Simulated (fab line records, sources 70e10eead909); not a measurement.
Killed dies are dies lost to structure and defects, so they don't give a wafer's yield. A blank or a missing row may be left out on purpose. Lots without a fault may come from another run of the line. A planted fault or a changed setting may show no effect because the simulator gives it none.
Which tool did it? | flow nand_harc | 10 lots, 29 wafers sampled, at 5 steps of a route of 1302

WHAT THE GAUGES READ, wafer by wafer
NHARC_END_SORT_01. Usual: killed_at_array 57, standard deviation 20; killed_at_other 1.0, standard deviation 1.5; killed_at_periphery 3.5, standard deviation 2.5; killed_dies 62, standard deviation 21; killed_open 3.5, standard deviation 1.9; killed_short 2.4, standard deviation 1.6.
lot  | measured     | on        | killed_at_array | killed_at_other | killed_at_periphery | killed_dies | killed_open | killed_short | flag
L467 | day 30 15:40 | prober-02 | 675 54 52       | 0 0 0           | 2 1 3               | 677 55 55   | 3 3 7       | 1 3 3        | OFF
L468 | day 30 14:16 | prober-01 | 33 676 40       | 0 0 1           | 2 1 2               | 35 677 43   | 4 2 2       | 3 2 1        | OFF

WHICH TOOL RAN EACH LOT (tool, then ch and the chambers of the sampled wafers, then the start)
lot  | NHARC_A_CHANNEL_HOLE_D1_ETCH_39               | NHARC_A_CHANNEL_HOLE_D1_ETCH_16    | NHARC_A_CHANNEL_HOLE_D1_ETCH_20  | NHARC_A_CHANNEL_HOLE_D1_ETCH_23
L455 | rie_diel-10 ch 0,1,2, day 9 20:10 or earlier  | rie_diel-10 ch 0,1,2, day 9 20:10  | har_etch-01 ch 0,1, day 9 21:01  | har_etch-01 ch 0,1, day 9 22:19
L456 | rie_diel-10 ch 0,1,3, day 9 23:08 or earlier  | rie_diel-10 ch 2,3, day 9 23:08    | har_etch-01 ch 0,1, day 10 01:16 | har_etch-01 ch 0,1, day 10 02:42
L460 | rie_diel-10 ch 0,1,3, day 11 20:38 or earlier | rie_diel-10 ch 0,1,2, day 11 20:38 | har_etch-01 ch 0,1, day 11 21:24 | har_etch-01 ch 0,1, day 11 22:43
L462 | rie_diel-10 ch 1,3, day 12 18:55 or earlier   | rie_diel-10 ch 0,2,3, day 12 18:55 | har_etch-01 ch 0,1, day 12 20:32 | har_etch-01 ch 0,1, day 12 21:52
L463 | rie_diel-01 ch 1,2,3, day 13 06:35 or earlier | rie_diel-01 ch 1,2,3, day 13 06:35 | har_etch-02 ch 0,1, day 13 07:24 | har_etch-02 ch 0,1, day 13 08:47
L467 | rie_diel-10 ch 0,1,3, day 14 20:36 or earlier | rie_diel-10 ch 0,2,3, day 14 20:36 | har_etch-01 ch 0,1, day 14 21:19 | har_etch-01 ch 0,1, day 14 22:38
L468 | rie_diel-10 ch 0,2,3, day 15 08:55 or earlier | rie_diel-10 ch 0,1,3, day 15 08:55 | har_etch-01 ch 0,1, day 15 11:47 | har_etch-01 ch 0,1, day 15 13:14
L469 | rie_diel-10 ch 2,3, day 16 01:38 or earlier   | rie_diel-10 ch 1,2, day 16 01:38   | har_etch-02 ch 0, day 16 02:17   | har_etch-02 ch 0, day 16 03:37
L475 | rie_diel-04 ch 0,1,3, day 18 01:15 or earlier | rie_diel-04 ch 1,2, day 18 01:15   | har_etch-01 ch 0,1, day 18 01:57 | har_etch-01 ch 0,1, day 18 03:17
L474 | rie_diel-10 ch 0,1,3, day 18 02:03 or earlier | rie_diel-10 ch 1,2, day 18 02:03   | har_etch-02 ch 0,1, day 18 04:41 | har_etch-02 ch 0,1, day 18 06:00
- NHARC_A_CHANNEL_HOLE_D1_ETCH_39: etches the open film in N2/H2, target depth 260 nm, time 325 s.
- NHARC_A_CHANNEL_HOLE_D1_ETCH_16: etches the open film in O2/COS, target depth 3100 nm, time 806 s.
- NHARC_A_CHANNEL_HOLE_D1_ETCH_20: etches the open film in C4F8/O2/Ar, time 361.9 s, target depth 1600 nm.
- NHARC_A_CHANNEL_HOLE_D1_ETCH_23: etches the open film in C4F8/O2/Ar, time 819 s, target depth 1600 nm.

WHAT THE TOOLS THEMSELVES READ (means of the sampled wafers that have a number; where no wafer has one, the mark that the record gives instead)
NHARC_A_CHANNEL_HOLE_D1_ETCH_39. Usual: bias_w 150.0 W, standard deviation 0.5; drypump_motor_current_A 5.5 A, standard deviation 0.32; oes_product_au 1.002 a.u., standard deviation 0.011; rf_vpp_V 430.2 V, standard deviation 2.1; run_length_s 346.3 s, standard deviation 0.4; showerhead_plenum_p_Torr 2.03 Torr, standard deviation 0.068; throttle_valve_pct 14.172 %, standard deviation 0.0087.
lot  | tool        | bias_w (W) | drypump_motor_current_A (A) | oes_product_au (a.u.) | rf_vpp_V (V) | run_length_s (s) | showerhead_plenum_p_Torr (Torr) | throttle_valve_pct (%) | flag
L455 | rie_diel-10 | 150.0      | 5.3                         | 1.016                 | 429.3        | 346.2            | 2.02                            | 14.165                 |
L456 | rie_diel-10 | 149.3      | 5.4                         | 1.001                 | 429.3        | 346.2            | 2.01                            | 14.171                 |
L460 | rie_diel-10 | 149.9      | 5.4                         | 1.002                 | 430.1        | 346.4            | 2.01                            | 14.181                 |
L462 | rie_diel-10 | 150.4      | 5.3                         | 1.004                 | 428.2        | 346.0            | 1.96                            | 14.166                 |
L463 | rie_diel-01 | 149.8      | 6.1                         | 1.002                 | 430.3        | 346.0            | 2.00                            | 14.171                 |
L467 | rie_diel-10 | 150.1      | 5.4                         | 0.999                 | 429.5        | 346.3            | 2.01                            | 14.171                 |
L468 | rie_diel-10 | 150.4      | 5.6                         | 0.991                 | 429.5        | 346.4            | 2.03                            | 14.169                 |
L469 | rie_diel-10 | 150.1      | 5.7                         | 0.996                 | 429.0        | 346.6            | 1.99                            | 14.169                 |
L475 | rie_diel-04 | 150.4      | 5.6                         | 1.005                 | 433.6        | 346.5            | 2.13                            | 14.166                 |
L474 | rie_diel-10 | 150.5      | 5.4                         | 1.000                 | 430.5        | 346.3            | 2.00                            | 14.175                 |

NHARC_A_CHANNEL_HOLE_D1_ETCH_16. Usual: bias_w 300.0 W, standard deviation 0.86; drypump_motor_current_A 5.5 A, standard deviation 0.32; oes_product_au 1.000 a.u., standard deviation 0.012; rf_vpp_V 313.8 V, standard deviation 1.6; run_length_s 827.3 s, standard deviation 0.39; showerhead_plenum_p_Torr 3.10 Torr, standard deviation 0.097; throttle_valve_pct 28.329 %, standard deviation 0.009.
lot  | tool        | bias_w (W) | drypump_motor_current_A (A) | oes_product_au (a.u.) | rf_vpp_V (V) | run_length_s (s) | showerhead_plenum_p_Torr (Torr) | throttle_valve_pct (%) | flag
L455 | rie_diel-10 | 301.2      | 5.3                         | 1.012                 | 313.1        | 827.1            | 3.10                            | 28.334                 |
L456 | rie_diel-10 | 300.4      | 5.7                         | 1.010                 | 313.6        | 827.6            | 3.07                            | 28.325                 |
L460 | rie_diel-10 | 299.0      | 5.3                         | 0.995                 | 314.0        | 827.2            | 3.09                            | 28.326                 |
L462 | rie_diel-10 | 299.4      | 5.6                         | 0.992                 | 313.6        | 827.9            | 3.11                            | 28.331                 |
L463 | rie_diel-01 | 300.0      | 6.1                         | 0.996                 | 314.1        | 827.1            | 3.07                            | 28.331                 |
L467 | rie_diel-10 | 299.9      | 5.5                         | 0.998                 | 313.9        | 737.4            | 3.10                            | 28.333                 | OFF
L468 | rie_diel-10 | 299.4      | 5.4                         | 1.000                 | 313.1        | 737.3            | 3.07                            | 28.337                 | OFF
L469 | rie_diel-10 | 299.4      | 5.3                         | 1.000                 | 313.9        | 827.0            | 3.03                            | 28.331                 |
L475 | rie_diel-04 | 299.3      | 5.5                         | 1.004                 | 316.7        | 827.2            | 3.24                            | 28.327                 |
L474 | rie_diel-10 | 300.8      | 5.3                         | 0.989                 | 312.7        | 827.0            | 3.02                            | 28.330                 |

NHARC_A_CHANNEL_HOLE_D1_ETCH_20. Usual: c4f8_flow_sccm 89.30 sccm, standard deviation 0.25; drypump_motor_current_A 5.59 A, standard deviation 0.12; oes_air_line_au 1.001 a.u., standard deviation 0.02; showerhead_plenum_p_Torr 3.66 Torr, standard deviation 0.075; throttle_valve_pct 32.154 %, standard deviation 0.01.
lot  | tool        | c4f8_flow_sccm (sccm) | drypump_motor_current_A (A) | oes_air_line_au (a.u.) | showerhead_plenum_p_Torr (Torr) | throttle_valve_pct (%) | flag
L455 | har_etch-01 | 89.40                 | 5.58                        | 0.998                  | 3.68                            | 32.158                 |
L456 | har_etch-01 | 89.10                 | 5.58                        | 1.020                  | 3.68                            | 32.154                 |
L460 | har_etch-01 | 89.26                 | 5.66                        | 1.011                  | 3.64                            | 32.145                 |
L462 | har_etch-01 | 89.24                 | 5.57                        | 1.005                  | 3.66                            | 32.149                 |
L463 | har_etch-02 | 89.24                 | 5.54                        | 1.011                  | 3.63                            | 32.150                 |
L467 | har_etch-01 | 89.18                 | 5.66                        | 1.004                  | 3.62                            | 32.152                 |
L468 | har_etch-01 | 89.37                 | 5.55                        | 0.983                  | 3.65                            | 32.162                 |
L469 | har_etch-02 | 89.37                 | 5.59                        | 0.989                  | 3.65                            | 32.159                 |
L475 | har_etch-01 | 89.09                 | 5.64                        | 0.996                  | 3.59                            | 32.154                 |
L474 | har_etch-02 | 89.00                 | 5.58                        | 1.006                  | 3.73                            | 32.146                 |

NHARC_A_CHANNEL_HOLE_D1_ETCH_23. Usual: c4f8_flow_sccm 89.30 sccm, standard deviation 0.26; drypump_motor_current_A 5.58 A, standard deviation 0.12; oes_air_line_au 0.999 a.u., standard deviation 0.025; showerhead_plenum_p_Torr 3.66 Torr, standard deviation 0.075; throttle_valve_pct 32.155 %, standard deviation 0.0095.
lot  | tool        | c4f8_flow_sccm (sccm) | drypump_motor_current_A (A) | oes_air_line_au (a.u.) | showerhead_plenum_p_Torr (Torr) | throttle_valve_pct (%) | flag
L455 | har_etch-01 | 89.01                 | 5.56                        | 1.016                  | 3.68                            | 32.162                 |
L456 | har_etch-01 | 89.43                 | 5.56                        | 0.972                  | 3.68                            | 32.152                 |
L460 | har_etch-01 | 89.64                 | 5.65                        | 0.972                  | 3.64                            | 32.165                 |
L462 | har_etch-01 | 89.09                 | 5.55                        | 0.997                  | 3.66                            | 32.153                 |
L463 | har_etch-02 | 89.40                 | 5.55                        | 0.994                  | 3.63                            | 32.157                 |
L467 | har_etch-01 | 89.57                 | 5.62                        | 1.012                  | 3.62                            | 32.151                 |
L468 | har_etch-01 | 89.45                 | 5.55                        | 1.016                  | 3.65                            | 32.149                 |
L469 | har_etch-02 | 89.50                 | 5.59                        | 1.013                  | 3.65                            | 32.149                 |
L475 | har_etch-01 | 88.88                 | 5.63                        | 1.014                  | 3.59                            | 32.152                 |
L474 | har_etch-02 | 89.45                 | 5.57                        | 0.996                  | 3.73                            | 32.150                 |

THE ANSWER, worked out from the rows above alone
Rule: a lot is off if the mean of its wafers that have a number lies more than 3 standard deviations from the usual mean. A lot without any number at a reading at which 4 lots or more have one is off too. The other lots that the step has rows for count as sound. The gauges are gone through in route order, then the tools' own readings, and for those a lot's mean is taken as printed above. The first step at which some lot is off is used, and at that step the reading that is off furthest; a lot without a number counts as furthest.
Off: L467, L468, at NHARC_END_SORT_01 (killed_at_array). Neither off nor sound, because the step has no rows for them: L455, L456, L460, L462, L463, L469, L475, L474.
A tool fits if, at a process step before that reading, it ran every lot that is off, and no sound lot after the first of them. The gauges at NHARC_END_SORT_01 aren't tried: what is off there is off at NHARC_A_CHANNEL_HOLE_D1_ETCH_16 too, on other tools, and a gauge's error can't cause that. NHARC_A_CHANNEL_HOLE_D1_ETCH_39 gives no start for some lots, so the hours and the order of its lots are those of NHARC_A_CHANNEL_HOLE_D1_ETCH_16. Can't be told from this: 2 tools fit, rie_diel-10 at NHARC_A_CHANNEL_HOLE_D1_ETCH_39 and NHARC_A_CHANNEL_HOLE_D1_ETCH_16, har_etch-01 at NHARC_A_CHANNEL_HOLE_D1_ETCH_20 and NHARC_A_CHANNEL_HOLE_D1_ETCH_23.

WHAT THE SIMULATOR HAD PUT IN
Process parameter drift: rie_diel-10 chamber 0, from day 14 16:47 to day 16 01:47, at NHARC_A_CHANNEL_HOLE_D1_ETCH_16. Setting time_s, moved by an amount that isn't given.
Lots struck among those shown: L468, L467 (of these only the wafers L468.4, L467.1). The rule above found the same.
